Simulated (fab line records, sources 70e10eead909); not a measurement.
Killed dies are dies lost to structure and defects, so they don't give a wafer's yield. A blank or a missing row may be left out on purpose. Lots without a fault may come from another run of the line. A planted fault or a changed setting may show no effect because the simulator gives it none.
A struck lot beside a sound one | flow nand_harc | 15 steps out of a route of 1159
Sound: wafers L462.3, L462.4, L462.5. Struck: wafers L465.2, L465.4, L465.6. The cause comes at the end.
At each step with rows: each side's tool, then ch and its chambers, then its first start. Under that, the readings that differ: sound wafers | struck wafers | difference of the means | sigmas: that difference in standard deviations of wafers without a fault.
alike: readings whose means differ by less than 2 such deviations, and words and numbers that are the same on both sides. not compared: withheld readings, readings that some wafer has no value for, bounds like >300 that may hide the same value, and numbers for which the record gives no deviation and whose values overlap.
The two part at a step that has a row with sigmas, a row that says differs or no value, or rows on one side only. Numbers that don't overlap but have no deviation are shown without sigmas and don't part them. A reading that every wafer of one side lacks parts them only if that side has two wafers or more.

first, 1 step without rows for these wafers: NHARC_A_CONTACT_ETCH_138 (etches the open film in C4F8/O2/Ar, time 132 s, target depth 1289 nm).
NHARC_A_CONTACT_ETCH_139: etches the open film in C4F8/O2/Ar, time 137 s, target depth 590 nm.
  sound on har_cap_etch-03 ch 0,1, day 17 12:20; struck on har_cap_etch-01 ch 0,1, day 19 11:16
  not compared: rf_hours_counter_h
NHARC_A_CONTACT_ETCH_92: etches the open film in CH3F/O2, target depth 40 nm, time 85.7 s.
  sound on rie_diel-05 ch 1,2,3, day 17 12:48; struck on rie_diel-03 ch 0,3, day 19 11:41
  reading               | sound             | struck            | difference | sigmas
  oes_product_au (a.u.) | 0.931 0.947 0.917 | 0.996 0.996 1.001 | +0.066     | +3
  alike: ch3f_flow_sccm, drypump_motor_current_A, rf_vpp_V, showerhead_plenum_p_Torr, throttle_valve_pct
  not compared: rf_hours_counter_h
NHARC_A_CONTACT_ETCH_98: etches the open film in C4F6/O2, target depth 20 nm, time 10 s.
  sound on rie_diel-05 ch 1,2,3; struck on rie_diel-03 ch 2,3
  alike: drypump_motor_current_A, oes_product_au, rf_vpp_V, showerhead_plenum_p_Torr, throttle_valve_pct
  not compared: rf_hours_counter_h
NHARC_A_CONTACT_CD_MEAS_15:
  sound on cd_sem-01, day 17 13:05; struck on cd_sem-02, day 19 11:53
  alike: cd_nm
then, 3 steps without rows for these wafers: NHARC_A_CONTACT_STRIP_107 (strips in N2/H2); NHARC_A_CONTACT_STRIP_108 (strips in CF4/CHF3); NHARC_A_CONTACT_STRIP_109 (strips in O2/COS).
NHARC_A_CONTACT_ETCH_110: etches the open film in CF4/O2, target depth 50 nm, overetch 5 nm, time 27.5 s.
  sound on rie_diel-13 ch 2,3, day 17 14:01; struck on rie_diel-03 ch 0,1,3, day 19 12:23
  alike: drypump_motor_current_A, oes_product_au, rf_vpp_V, showerhead_plenum_p_Torr, throttle_valve_pct
  not compared: rf_hours_counter_h
NHARC_A_CONTACT_STRIP_26: strips in O2.
  sound on rie_diel-13 ch 0,1,3; struck on rie_diel-03 ch 0,1
  alike: drypump_motor_current_A, oes_product_au, rf_vpp_V, showerhead_plenum_p_Torr, throttle_valve_pct
  not compared: rf_hours_counter_h
then, 2 steps without rows for these wafers: NHARC_A_CONTACT_STRIP_27 (strips in post etch residue remover, time 600 s); NHARC_A_CONTACT_ALD_18 (deposits TiN, target thk 3 nm, pulse time 1 s, ald cycles 150).
NHARC_A_CONTACT_CVD_19: deposits W, target thk 300 nm, time 802 s.
  sound on cvd_w-01 ch 0,1, day 17 15:15; struck on cvd_w-02 ch 0,1, day 19 14:57
  alike: heater_power_w, throttle_valve_pct
NHARC_A_CONTACT_CMP_20: polishes, t overpolish 30 s, target thk 300 nm.
  sound on cmp-02 ch 0,1,2, day 17 15:53; struck on cmp-01 ch 1,3, day 19 15:58
  reading                | sound          | struck            | difference | sigmas
  time_to_endpoint_s (s) | 62.5 62.4 62.0 | 113.3 112.7 115.3 | +51.5      | +17
  alike: motor_current_A, overpolish_run_s, slurry_flow_ml_min
then, 1 step without rows for these wafers: NHARC_END_SORT_01.

WHERE THEY PART
First at NHARC_A_CONTACT_ETCH_92; last, within this record, at NHARC_A_CONTACT_CMP_20.

WHY: what the simulator had put in
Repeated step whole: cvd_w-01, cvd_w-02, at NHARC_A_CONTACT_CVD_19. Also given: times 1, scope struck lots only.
